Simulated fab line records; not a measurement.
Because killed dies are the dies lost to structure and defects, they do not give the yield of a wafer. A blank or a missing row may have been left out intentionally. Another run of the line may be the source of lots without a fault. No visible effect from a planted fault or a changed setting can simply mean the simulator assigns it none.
Lot-split experiment / flow n5-finfet / 21 wafers read across 7 lots, on a route 1938 steps long

== THE SPLIT ITSELF ==
At N5_BEOL_M10_ETCH_62 (etches SOC in N2/H2, target depth 110 nm, overetch 22 nm, time 165 s), the setting time-s was moved away from the recipe's 165 s on 5 of the 21 wafers read, by -22.4% to +15.4%. All remaining wafers had this setting at the recipe value.

The reading comes from the split's own step.

== THE READING ==
SiARC_of_BEOL_M10_COAT_60.thk-nm (the simulator's own value, which no gauge read), in nm, at N5_BEOL_M10_ETCH_62 (etches SOC in N2/H2, target depth 110 nm, overetch 22 nm, time 165 s). The file does not state a usual value for it. Here, 16 wafers ran the recipe; their average is 23.5 nm with a standard deviation of 0.21 nm.

wafer=L075.3; tool, chamber at the split=rie-diel-02, 3; time-s as run, s=165; against the recipe=recipe; SiARC_of_BEOL_M10_COAT_60.thk-nm, nm=23.4; against lot-mates on the recipe=-
wafer=L075.5; tool, chamber at the split=rie-diel-02, 1; time-s as run, s=189; against the recipe=+14.5%; SiARC_of_BEOL_M10_COAT_60.thk-nm, nm=22.4; against lot-mates on the recipe=-1.1
wafer=L075.6; tool, chamber at the split=rie-diel-02, 0; time-s as run, s=165; against the recipe=recipe; SiARC_of_BEOL_M10_COAT_60.thk-nm, nm=23.6; against lot-mates on the recipe=-
wafer=L077.1; tool, chamber at the split=rie-diel-04, 0; time-s as run, s=190.4; against the recipe=+15.4%; SiARC_of_BEOL_M10_COAT_60.thk-nm, nm=22.6; against lot-mates on the recipe=-0.7
wafer=L077.2; tool, chamber at the split=rie-diel-04, 3; time-s as run, s=165; against the recipe=recipe; SiARC_of_BEOL_M10_COAT_60.thk-nm, nm=23.2; against lot-mates on the recipe=-
wafer=L077.6; tool, chamber at the split=rie-diel-04, 3; time-s as run, s=165; against the recipe=recipe; SiARC_of_BEOL_M10_COAT_60.thk-nm, nm=23.4; against lot-mates on the recipe=-
wafer=L083.1; tool, chamber at the split=rie-diel-04, 1; time-s as run, s=165; against the recipe=recipe; SiARC_of_BEOL_M10_COAT_60.thk-nm, nm=23.4; against lot-mates on the recipe=-
wafer=L083.3; tool, chamber at the split=rie-diel-04, 0; time-s as run, s=165; against the recipe=recipe; SiARC_of_BEOL_M10_COAT_60.thk-nm, nm=23.8; against lot-mates on the recipe=-
wafer=L083.6; tool, chamber at the split=rie-diel-04, 2; time-s as run, s=165; against the recipe=recipe; SiARC_of_BEOL_M10_COAT_60.thk-nm, nm=23.6; against lot-mates on the recipe=-
wafer=L080.1; tool, chamber at the split=rie-diel-02, 2; time-s as run, s=165; against the recipe=recipe; SiARC_of_BEOL_M10_COAT_60.thk-nm, nm=23.6; against lot-mates on the recipe=-
wafer=L080.3; tool, chamber at the split=rie-diel-02, 1; time-s as run, s=128; against the recipe=-22.4%; SiARC_of_BEOL_M10_COAT_60.thk-nm, nm=24.8; against lot-mates on the recipe=+1.3
wafer=L080.6; tool, chamber at the split=rie-diel-02, 0; time-s as run, s=165; against the recipe=recipe; SiARC_of_BEOL_M10_COAT_60.thk-nm, nm=23.4; against lot-mates on the recipe=-
wafer=L091.2; tool, chamber at the split=rie-diel-03, 0; time-s as run, s=165; against the recipe=recipe; SiARC_of_BEOL_M10_COAT_60.thk-nm, nm=23.2; against lot-mates on the recipe=-
wafer=L091.5; tool, chamber at the split=rie-diel-03, 3; time-s as run, s=134.4; against the recipe=-18.5%; SiARC_of_BEOL_M10_COAT_60.thk-nm, nm=24.4; against lot-mates on the recipe=+1.2
wafer=L091.6; tool, chamber at the split=rie-diel-03, 2; time-s as run, s=134.4; against the recipe=-18.5%; SiARC_of_BEOL_M10_COAT_60.thk-nm, nm=24.6; against lot-mates on the recipe=+1.4
wafer=L090.3; tool, chamber at the split=rie-diel-04, 3; time-s as run, s=165; against the recipe=recipe; SiARC_of_BEOL_M10_COAT_60.thk-nm, nm=23.4; against lot-mates on the recipe=-
wafer=L090.5; tool, chamber at the split=rie-diel-04, 2; time-s as run, s=165; against the recipe=recipe; SiARC_of_BEOL_M10_COAT_60.thk-nm, nm=23.6; against lot-mates on the recipe=-
wafer=L090.6; tool, chamber at the split=rie-diel-04, 1; time-s as run, s=165; against the recipe=recipe; SiARC_of_BEOL_M10_COAT_60.thk-nm, nm=23.2; against lot-mates on the recipe=-
wafer=L095.2; tool, chamber at the split=rie-diel-03, 3; time-s as run, s=165; against the recipe=recipe; SiARC_of_BEOL_M10_COAT_60.thk-nm, nm=23.2; against lot-mates on the recipe=-
wafer=L095.3; tool, chamber at the split=rie-diel-03, 1; time-s as run, s=165; against the recipe=recipe; SiARC_of_BEOL_M10_COAT_60.thk-nm, nm=23.8; against lot-mates on the recipe=-
wafer=L095.6; tool, chamber at the split=rie-diel-03, 1; time-s as run, s=165; against the recipe=recipe; SiARC_of_BEOL_M10_COAT_60.thk-nm, nm=23.8; against lot-mates on the recipe=-

FIT RESULTS
A straight line over all 21 wafers: SiARC_of_BEOL_M10_COAT_60.thk-nm changes by -0.0594 nm for each +1% of time-s; r = -0.94; the points scatter about the line by 0.2 nm.
The same after taking each lot's own level away (the mean of its wafers on the recipe; 21 wafers): -0.0633 nm for each +1%; r = -0.95; scatter 0.18 nm.
The reading moves by 1.4 nm for the largest change in time-s, on that fit.
The lots' own levels span 23.20 to 23.60 nm, that is 1.9 times the standard deviation above.
Consequently the slope shifts little with the lot-to-lot level, the two slopes agreeing.
Check: +1.49 nm against its lot-mates is what the line predicts for one of the wafers moved furthest among these (-22.4%) when that wafer is left out of the fit. It came out at +1.3 nm against them.

== THESE WAFERS: OTHER SPLITS ==
Other splits were also applied to these wafers ahead of the reading. Each is held against what the fit with the lots' levels taken away leaves over:
other split on the same wafers=N5_BEOL_M4_COAT_67 spin-rpm; wafers away from the commonest value=9; r with SiARC_of_BEOL_M10_COAT_60.thk-nm (lot level and that fit taken away)=+0.17
other split on the same wafers=N5_BEOL_M7_DESCUM_33 time-s; wafers away from the commonest value=8; r with SiARC_of_BEOL_M10_COAT_60.thk-nm (lot level and that fit taken away)=+0.07
other split on the same wafers=N5_BEOL_M7_TRENCH_ETCH_37 source-w; wafers away from the commonest value=6; r with SiARC_of_BEOL_M10_COAT_60.thk-nm (lot level and that fit taken away)=+0.08
other split on the same wafers=N5_BEOL_M8_DESCUM_33 time-s; wafers away from the commonest value=5; r with SiARC_of_BEOL_M10_COAT_60.thk-nm (lot level and that fit taken away)=-0.20
other split on the same wafers=N5_BEOL_M8_ETCH_72 h2-flow-sccm; wafers away from the commonest value=2; r with SiARC_of_BEOL_M10_COAT_60.thk-nm (lot level and that fit taken away)=+0.21
other split on the same wafers=N5_BEOL_M9_ILD_DEP_00 time-s; wafers away from the commonest value=8; r with SiARC_of_BEOL_M10_COAT_60.thk-nm (lot level and that fit taken away)=-0.27

== THE FILE'S OWN FIT ==
SiARC_of_BEOL_M10_COAT_60.thk-nm changes by -0.0618 nm for each +1% of time-s, r = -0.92.
